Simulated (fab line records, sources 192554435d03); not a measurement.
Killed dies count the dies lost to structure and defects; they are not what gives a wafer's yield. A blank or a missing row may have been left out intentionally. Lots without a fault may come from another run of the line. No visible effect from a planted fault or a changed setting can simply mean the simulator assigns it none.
fab line records | flow n5Finfet
[record] lots = 6 wafers = 17 lastDay = 19
route steps=1938 shown BEOL_M15@1796 PASSIVATION@1936
lots with no fault: from the same line, run without faults
startH: hours from the record's opening day to when the first of the lot's shown wafers began | waitH: hours elapsed since this lot's preceding step | " as in the row above | L1.1+2: a row that stands for several wafers | - no value, or no start was given | * or withheld: withheld | < > ~ a bound
route shown NAME@n: NAME is a module with steps in the file, n the number in the route of the first one | usual: mean and standard deviation over wafers with no fault | same: alike in all rows | chamber/n: place in a boat | sites: each site's reading | _std_site: the standard deviation of these | _edge_site: outer sites' mean less inner sites' | radiusMm: how far each site lies from the wafer's centre | mask NAME#n: copy n | behind: the tool/chamber that last shaped the wafer | hold: reason for holding the lot/hours on hold/outcome of the hold | device: names the non-switching transistor (n, p or np) | end of line: the tests these same wafers got at the end of their route | a step given without rows: its recipe and nothing more | killed: dies lost to structure and defects at the first sort, not the wafer's yield | map: a wafer's dies, x killed, . not, _ none there
set.NAME: the setting that was run; set.NAME@STEP: the one run at that earlier step | model.NAME: the simulator's own value behind a step, which no gauge read
lots seen at some steps along the route; tables by step, rows by wafer
services: the hour from which a tool's chamber was out of use, counted from the record's first day as startH (under 0 if before that day), plus the number of hours and why
[[steps]]
[step N5_BEOL_M15_COAT_60]
[recipe] resist = BARC tempC = 205 timeS = 60 spinRpm = 1500 resistThkNm = 89
[step N5_BEOL_M15_COAT_22]
[recipe] spinRpm = 1704 resistThkNm = 800
[step N5_BEOL_M15_EBR_24]
[recipe] solvent = PGMEA ebrWidthMm = 1.5
[step N5_BEOL_M15_SOFTBAKE_23]
[recipe] tempC = 130 timeS = 60
[step N5_BEOL_M15_EXPOSE_25]
[recipe] maskId = M15 na = 0.8 sourceShape = annular sigmaInner = 0.5 sigmaOuter = 0.8 polarization = unpolarized targetCdNm = 400 doseMj = 35.5
[step N5_BEOL_M15_PEB_26]
[recipe] pebTempC = 130 pebTimeS = 90
[step N5_BEOL_M15_DEVELOP_27]
[recipe] developTimeS = 45 rinseLiquid = diw dry = airSpin devTempC = 21
[step N5_BEOL_M15_HARDBAKE_32]
[recipe] tempC = 130 timeS = 120
[step N5_BEOL_M15_CD_MEAS_28]
[recipe] targetCdNm = 407.6 landingEnergyEv = 500 detector = seInlens
[usual] cdNm = 407.3/1.9
// columns lot.wafer tool chamber startH waitH cdNm
L527.3 cdSem-02 0 254.79 - 405.3
L527.4 " 0 " " 406.4
L527.5 " 0 " " 406.4
L529.1 cdSem-03 0 270.85 - 407.8
L529.4 " 0 " " 408.7
L529.6 " 0 " " 406.9
L531.3 cdSem-03 0 273.02 - 407.0
L531.5 " 0 " " 405.6
L531.6 " 0 " " 404.5
L544.1 cdSem-02 0 414.42 - 407.1
L544.2 " 0 " " 407.3
L545.2 cdSem-01 0 424.26 - 408.8
L545.4 " 0 " " 408.8
L545.5 " 0 " " 408.0
L534.1 cdSem-03 0 424.57 - 406.9
L534.2 " 0 " " 405.7
L534.6 " 0 " " 406.7
[step N5_BEOL_M15_OVL_MEAS_29]
[recipe] pointsPerWafer = 44
[usual] M15_OVL = 1/4.8
// columns lot.wafer tool chamber startH waitH M15_OVL[nm]
L527.3 overlay-02 0 254.81 0.0 13
L527.4 " 0 " " 11
L527.5 " 0 " " 10
L529.1 overlay-02 0 270.88 0.0 3
L529.4 " 0 " " 5
L529.6 " 0 " " 3
L531.3 overlay-01 0 273.04 0.0 0
L531.5 " 0 " " -1
L531.6 " 0 " " 4
L544.1 overlay-02 0 414.45 0.0 2
L544.2 " 0 " " 2
L545.2 overlay-01 0 424.29 0.0 1
L545.4 " 0 " " 2
L545.5 " 0 " " 7
L534.1 overlay-01 0 424.60 0.0 6
L534.2 " 0 " " -3
L534.6 " 0 " " -1
[step N5_BEOL_M15_INSPECT_30]
[recipe] mode = adi inspectInstrument = macro
[usual] rawDefectCount = 2.0/1.4
// columns lot.wafer tool chamber startH waitH rawDefectCount
L527.3 defectInspect-01 - 254.84 0.0 4
L527.4 " - " " 2
L527.5 " - " " 1
L529.1 defectInspect-01 - 270.90 0.0 1
L529.4 " - " " 3
L529.6 " - " " 2
L531.3 defectInspect-01 - 273.07 0.0 1
L531.5 " - " " 2
L531.6 " - " " 0
L544.1 defectInspect-02 - 414.47 0.0 0
L544.2 " - " " 0
L545.2 defectInspect-01 - 424.32 0.0 3
L545.4 " - " " 2
L545.5 " - " " 4
L534.1 defectInspect-01 - 424.63 0.0 2
L534.2 " - " " 0
L534.6 " - " " 5
[step N5_BEOL_M15_DESCUM_33]
[recipe] chemistry = O2 timeS = 7.9 sourcePowerW = 50 biasPowerW = 20 pressureMtorr = 20 rfFrequencyHz = 2.712e+07 tempC = 40 o2FlowSccm = 225
[usual] drypumpMotorCurrentA = 5.6/0.71 oesProductAu = 0.77/0.088 rfFwdPowerW = 49.33/0.23 rfVppV = 243.2/1.5 showerheadPlenumPTorr = 2.10/0.079 throttleValvePct = 20.52/0.24
// columns lot.wafer tool chamber startH waitH drypumpMotorCurrentA oesProductAu rfFwdPowerW rfHoursCounterH rfVppV showerheadPlenumPTorr throttleValvePct
L527.3 rieDiel-01 3 254.97 0.1 4.7 0.68 49.58 252 242.0 2.08 20.91
L527.4 " 2 " " 5.5 0.74 49.32 - 241.2 2.09 20.76
L527.5 " 0 " " 5.0 0.76 49.12 - 244.7 2.17 20.77
L529.1 rieDiel-06 3 270.94 0.0 5.4 0.71 49.55 200 241.6 2.06 20.42
L529.4 " 1 " " 5.4 0.70 49.57 214 240.9 2.07 20.56
L529.6 " 3 " " 5.5 0.73 49.61 - 241.4 2.06 20.42
L531.3 rieDiel-06 1 273.14 0.1 5.4 0.69 49.40 215 243.3 2.07 20.57
L531.5 " 0 " " 6.4 0.80 49.13 - 244.4 2.19 20.15
L531.6 " 3 " " 5.5 0.71 49.47 - 242.6 2.06 20.42
L544.1 rieDiel-01 2 414.60 0.1 5.6 0.70 49.50 223 242.1 2.07 20.83
L544.2 " 1 " " 5.2 0.88 49.35 39 242.9 2.12 20.12
L545.2 rieDiel-06 0 424.35 0.0 6.4 0.76 49.16 139 244.4 2.18 20.20
L545.4 " 0 " " 6.4 0.76 48.84 - 242.7 2.18 20.20
L545.5 " 2 " " 6.5 0.81 48.88 - 242.0 2.03 20.11
L534.1 rieDiel-01 0 424.66 0.0 5.0 0.72 49.39 231 244.0 2.16 20.84
L534.2 " 2 " " 5.6 0.70 49.66 227 241.7 2.07 20.83
L534.6 " 2 " " 5.6 0.70 49.40 - 243.2 2.07 20.82
[step N5_BEOL_M15_ETCH_61]
[recipe] chemistry = N2/H2 target = BARC targetDepthA = 890 overetchA = 267 timeS = 67.9 ionEnergyEv = 200 pressureMtorr = 30 sourceW = 840 biasW = 150 n2FlowSccm = 200 h2FlowSccm = 200
[usual] drypumpMotorCurrentA = 5.6/0.72 oesProductAu = 0.66/0.071 rfFwdPowerW = 833/3.1 rfVppV = 524.2/2.8 runLengthS = 91.1/0.33 showerheadPlenumPTorr = 2.55/0.099 throttleValvePct = 17.96/0.22
// columns lot.wafer tool chamber startH waitH drypumpMotorCurrentA oesProductAu rfFwdPowerW rfHoursCounterH rfVppV runLengthS showerheadPlenumPTorr throttleValvePct model.coat_of_BEOL_M15_COAT_22.thkNm
L527.3 rieDiel-01 3 255.01 0.0 4.8 0.59 835 252 522.3 90.4 2.50 18.23 714.8
L527.4 " 2 " " 5.5 0.64 832 - 524.9 90.9 2.51 18.04 718.6
L527.5 " 0 " " 5.0 0.64 835 - 526.4 91.3 2.63 18.18 713.4
L529.1 rieDiel-06 3 270.97 0.0 5.5 0.61 836 200 520.9 91.8 2.52 18.07 715.4
L529.4 " 1 " " 5.4 0.61 836 214 522.0 91.0 2.50 17.96 722
L529.6 " 3 " " 5.5 0.62 835 - 524.3 91.9 2.52 18.05 715.6
L531.3 rieDiel-06 1 273.17 0.0 5.4 0.60 833 215 522.3 91.3 2.50 17.97 722
L531.5 " 0 " " 6.4 0.68 829 - 527.0 91.1 2.67 17.64 719
L531.6 " 3 " " 5.4 0.61 838 - 523.4 91.5 2.52 18.06 718
L544.1 rieDiel-01 2 414.63 0.0 5.5 0.55 833 223 523.1 104.3 2.49 18.08 702.6
L544.2 " 1 " " 5.2 0.67 835 39 523.5 104.3 2.58 17.57 697.6
L545.2 rieDiel-06 0 424.38 0.0 6.4 0.65 828 139 528.8 91.3 2.66 17.69 716.2
L545.4 " 0 " " 6.4 0.65 832 - 526.4 91.5 2.66 17.70 715.2
L545.5 " 2 " " 6.5 0.69 830 - 522.0 90.9 2.48 17.63 712
L534.1 rieDiel-01 0 424.70 0.0 5.0 0.55 833 231 525.8 104.8 2.61 18.23 708.4
L534.2 " 2 " " 5.6 0.55 830 227 523.3 105.2 2.49 18.08 708.8
L534.6 " 2 " " 5.6 0.62 832 - 522.7 90.8 2.49 18.12 723.6
[step N5_BEOL_M15_TRENCH_ETCH_34]
[recipe] chemistry = C4F8/O2/Ar target = SiO2 targetDepthA = 8729.3 heInnerTorr = 15 heOuterTorr = 30 timeS = 199 ionEnergyEv = 800 pressureMtorr = 20 sourceW = 1905 biasW = 2040 Ar_flow_sccm = 400 C4F8_flow_sccm = 16 O2_flow_sccm = 12
[usual] drypumpMotorCurrentA = 5.6/0.72 oesProductAu = 0.77/0.09 rfFwdPowerW = 1899/6.5 rfVppV = 2232/38 showerheadPlenumPTorr = 3.46/0.11 throttleValvePct = 31.04/0.28
// columns lot.wafer tool chamber startH waitH drypumpMotorCurrentA oesProductAu rfFwdPowerW rfHoursCounterH rfVppV showerheadPlenumPTorr throttleValvePct model.coat_of_BEOL_M15_COAT_22.thkNm
L527.3 rieDiel-01 3 255.06 0.0 4.7 0.69 1892 253 2233 3.38 31.22 536.8
L527.4 " 2 " " 5.6 0.75 1912 - 2287 3.43 31.25 544
L527.5 " 0 " " 5.0 0.74 1902 - 2303 3.54 31.12 536.4
L529.1 rieDiel-06 3 271.02 0.0 5.4 0.72 1904 200 2202 3.43 31.13 543.2
L529.4 " 1 " " 5.4 0.69 1903 214 2225 3.39 30.84 554
L529.6 " 3 " " 5.5 0.72 1903 - 2201 3.43 31.13 541
L531.3 rieDiel-06 1 273.22 0.0 5.4 0.70 1904 215 2225 3.39 30.86 552.8
L531.5 " 0 " " 6.4 0.80 1890 - 2194 3.58 30.42 542.4
L531.6 " 3 " " 5.5 0.73 1904 - 2200 3.43 31.13 544.6
L544.1 rieDiel-01 2 414.68 0.0 5.6 0.71 1900 223 2284 3.41 31.25 531.6
L544.2 " 1 " " 5.2 0.88 1894 39 2241 3.51 30.83 519
L545.2 rieDiel-06 0 424.44 0.0 6.4 0.76 1890 139 2193 3.55 30.45 540
L545.4 " 0 " " 6.4 0.76 1898 - 2192 3.55 30.48 538.4
L545.5 " 2 " " 6.5 0.81 1898 - 2202 3.36 30.77 535.4
L534.1 rieDiel-01 0 424.75 0.0 5.0 0.71 1896 231 2300 3.51 31.15 532.8
L534.2 " 2 " " 5.6 0.70 1914 227 2285 3.40 31.28 537.6
L534.6 " 2 " " 5.6 0.70 1898 - 2285 3.40 31.29 552.8
[step N5_PASSIVATION_PROBE_49]
[usual] defectLimitedYield = 91.0/1.5 killed_at_M0_to_M3 = 32/9.6 killed_at_M4_up = 13/4.7 killedAtContacts = 13/7.2 killedAtFrontEnd = 44/13 killedAtOther = 4/3.4 killedDies = 106/18 killedOpen = 70/13 killedShort = 35/8 sort_bin_5_function = 5.3/0.97 sort_bin_6_memory = 3.4/0.73 sort_bin_8_speed = 0.00/0.036 sortNPass = 1074/18 sortYieldPct = 91.0/1.5
[same] grossDies = 1180 killedAtBackSide = 0 sort_bin_4_leakage[%] = 0
// columns lot.wafer tool chamber startH waitH defectLimitedYield[%] killed_at_M0_to_M3 killed_at_M4_up killedAtContacts killedAtFrontEnd killedAtOther killedDies killedOpen killedShort sort_bin_5_function[%] sort_bin_6_memory[%] sort_bin_8_speed[%] sortNPass sortYieldPct[%]
L527.3 prober-02 - 272.74 0.1 92.7 39 9 4 32 2 86 56 27 4.0 2.9 0 1094 92.7
L527.4 prober-02 - 272.79 0.2 91.3 30 13 17 40 3 103 71 28 4.8 3.6 0 1077 91.3
L527.5 prober-02 - 272.84 0.2 89.6 46 10 10 47 10 123 84 34 5.6 4.3 0 1057 89.6
L529.1 prober-02 - 290.48 0.0 94.6 20 10 4 29 1 64 42 21 2.7 2.5 0 1116 94.6
L529.4 prober-02 - 290.63 0.2 92.2 29 16 4 40 3 92 54 38 4.3 3.2 0 1088 92.2
L529.6 prober-02 - 290.73 0.3 91.7 28 17 7 45 1 98 64 29 4.6 3.1 0.08 1082 91.7
L531.5 prober-01 - 295.36 0.2 91.4 29 15 17 38 3 102 60 36 5.3 3.0 0 1078 91.4
L531.6 prober-01 - 295.41 0.3 91.5 24 7 17 44 8 100 66 32 5.3 2.9 0 1080 91.5
L534.1 prober-02 - 442.10 0.0 89.2 38 15 22 51 1 127 79 40 6.3 3.5 0 1053 89.2
L534.2 prober-02 - 442.15 0.1 91.5 24 15 19 40 2 100 66 26 4.2 3.6 0 1080 91.5
L534.6 prober-02 - 442.35 0.3 88.5 29 29 28 45 5 136 98 32 7.5 3.3 0 1044 88.5
L545.2 prober-01 - 446.53 0.1 92.7 20 18 3 38 7 86 47 39 4.2 2.6 0 1094 92.7
L545.4 prober-01 - 446.63 0.2 91.0 28 7 21 43 7 106 77 29 4.7 4.1 0 1074 91.0
L545.5 prober-01 - 446.68 0.2 94.2 21 8 9 29 2 69 45 24 3.4 1.9 0 1111 94.2
// killed by level:class
L527.3 BEOL_M2:geometricParticle:open=10 FIN_SAQP:geometricParticle:short=8 BEOL_M0_SAQP:geometricParticle:short=7 BEOL_M0:geometricParticle:open=6 BEOL_M0_SAQP:geometricParticle:open=6 BEOL_M1:geometricParticle:open=6 DUMMY_GATE:geometricParticle:open=4 FIN_SAQP:geometricParticle:open=4
L527.4 MOL_CONTACT_COAG:geometricParticle:open=12 FIN_SAQP:geometricParticle:open=11 BEOL_M4:geometricParticle:open=10 FIN_SAQP:geometricParticle:short=8 BEOL_M2:geometricParticle:open=7 STI_FIN_REVEAL:geometricParticle:open=6 GATE_CUT:geometricParticle:open=5 MOL_CONTACT_COAG:geometricParticle:short=5
L527.5 BEOL_M2:geometricParticle:open=18 BEOL_M0_SAQP:geometricParticle:open=12 FIN_SAQP:geometricParticle:open=11 FIN_SAQP:geometricParticle:short=10 MOL_CONTACT_COAG:geometricParticle:open=8 BEOL_M3:geometricParticle:open=6 GATE_CUT:geometricParticle:open=5 GATE_CUT:geometricParticle:short=5
L529.1 STI_FIN_REVEAL:geometricParticle:open=7 FIN_SAQP:geometricParticle:short=5 BEOL_M0_SAQP:geometricParticle:open=5 BEOL_M0_SAQP:geometricParticle:short=5 DUMMY_GATE:geometricParticle:open=4 MOL_CONTACT_COAG:geometricParticle:open=4 BEOL_M5:geometricParticle:open=4 GATE_CUT:geometricParticle:open=3
L529.4 BEOL_M0_SAQP:geometricParticle:short=9 FIN_SAQP:geometricParticle:short=6 STI_FIN_REVEAL:geometricParticle:open=6 GATE_CUT:geometricParticle:open=6 FIN_SAQP:geometricParticle:open=5 DUMMY_GATE:geometricParticle:open=5 GATE_CUT:geometricParticle:short=5 BEOL_M0_SAQP:geometricParticle:open=5
L529.6 BEOL_M4:geometricParticle:open=13 FIN_SAQP:geometricParticle:short=12 MOL_CONTACT_COAG:geometricParticle:open=7 STI_FIN_REVEAL:geometricParticle:open=6 BEOL_M0:geometricParticle:open=6 DUMMY_GATE:geometricParticle:open=5 BEOL_M0_SAQP:geometricParticle:short=5 BEOL_M2:geometricParticle:open=5
L531.5 BEOL_M2:geometricParticle:open=12 MOL_CONTACT_COAG:geometricParticle:open=10 BEOL_M0_SAQP:geometricParticle:short=9 FIN_SAQP:geometricParticle:open=7 MOL_CONTACT_COAG:geometricParticle:short=7 GATE_CUT:geometricParticle:short=6 BEOL_M4:geometricParticle:open=6 FIN_SAQP:geometricParticle:short=4
L531.6 MOL_CONTACT_COAG:geometricParticle:open=14 FIN_SAQP:geometricParticle:open=11 STI_FIN_REVEAL:geometricParticle:open=9 BEOL_M0_SAQP:geometricParticle:short=7 BEOL_M0_SAQP:geometricParticle:open=6 GATE_CUT:geometricParticle:short=5 BEOL_M2:geometricParticle:open=5 FIN_SAQP:geometricParticle:short=4
L534.1 FIN_SAQP:geometricParticle:open=17 MOL_CONTACT_COAG:geometricParticle:open=16 FIN_SAQP:geometricParticle:short=12 BEOL_M0_SAQP:geometricParticle:open=10 BEOL_M4:geometricParticle:open=10 BEOL_M0_SAQP:geometricParticle:short=7 MOL_CONTACT_COAG:geometricParticle:short=6 BEOL_M1:geometricParticle:open=6
L534.2 FIN_SAQP:geometricParticle:open=15 MOL_CONTACT_COAG:geometricParticle:open=14 BEOL_M4:geometricParticle:open=10 HKMG_FIN:areaEtch=7 BEOL_M0_SAQP:geometricParticle:short=6 MOL_CONTACT_COAG:geometricParticle:short=5 BEOL_M0_SAQP:geometricParticle:open=5 FIN_SAQP:geometricParticle:short=4
L534.6 MOL_CONTACT_COAG:geometricParticle:open=22 BEOL_M4:geometricParticle:open=18 FIN_SAQP:geometricParticle:open=10 DUMMY_GATE:geometricParticle:open=9 BEOL_M0_SAQP:geometricParticle:short=9 BEOL_M1:geometricParticle:open=7 MOL_CONTACT_COAG:geometricParticle:short=6 HKMG_FIN:areaEtch=6
L545.2 FIN_SAQP:geometricParticle:short=12 FIN_SAQP:geometricParticle:open=8 STI_FIN_REVEAL:geometricParticle:open=5 BEOL_M4:geometricParticle:open=5 GATE_CUT:geometricParticle:short=4 BEOL_M0_SAQP:geometricParticle:short=4 BEOL_M6:geometricParticle:open=4 BEOL_M0:geometricParticle:open=3
L545.4 MOL_CONTACT_COAG:geometricParticle:open=19 BEOL_M3:geometricParticle:open=10 STI_FIN_REVEAL:geometricParticle:open=9 DUMMY_GATE:geometricParticle:open=7 FIN_SAQP:geometricParticle:open=6 GATE_CUT:geometricParticle:short=5 BEOL_M2:geometricParticle:open=5 STARTING-WAFER:geometricParticle:open=5
L545.5 MOL_CONTACT_COAG:geometricParticle:open=9 BEOL_M3:geometricParticle:open=8 STI_FIN_REVEAL:geometricParticle:open=6 GATE_CUT:geometricParticle:short=6 DUMMY_GATE:geometricParticle:open=4 FIN_SAQP:geometricParticle:short=3 STI_FIN_REVEAL:geometricParticle:short=3 BEOL_M0_SAQP:geometricParticle:open=3
[[services]]
// columns tool chamber startH hours kind
rieDiel-01 1 249.23 - clean
rieDiel-01 1 249.23 - consumableReplace:focusRing
rieDiel-01 1 249.23 20.2 scheduledDown
rieDiel-01 1 249.23 20.2 ventCycle
rieDiel-01 3 269.48 - clean
rieDiel-01 3 269.48 - consumableReplace:focusRing
rieDiel-01 3 269.48 15.8 scheduledDown
rieDiel-01 3 269.48 15.8 ventCycle
rieDiel-01 1 294.48 7.1 repair
rieDiel-06 3 349.43 8.6 repair
rieDiel-01 0 362.90 12.3 repair
rieDiel-06 1 418.76 6.1 repair
[[key]]
[firstSign] step = N5_BEOL_M15_ETCH_61 reading = runLengthS direction = up sigmas = 41 usual = * struck = *
effect none on later readings
[modelEffect] step = N5_BEOL_M15_ETCH_61 value = coat_of_BEOL_M15_COAT_22.thkNm without = 717.1 struck = 704.4
[modelEffect] step = N5_BEOL_M15_TRENCH_ETCH_34 value = coat_of_BEOL_M15_COAT_22.thkNm without = 543 struck = 530.2
metAt N5_BEOL_M15_ETCH_61
struckWafers L534.1,L534.2,L544.1,L544.2
onsetBetween 255.01 414.63
[fault] kind = processParameterDrift tool = rieDiel-01 chamber = - onsetH = 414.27 steps = N5_BEOL_M15_ETCH_61 channel = timeS offset = * shape = step endH = 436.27 scope = struckWafersOnly actsIn = * stated = *
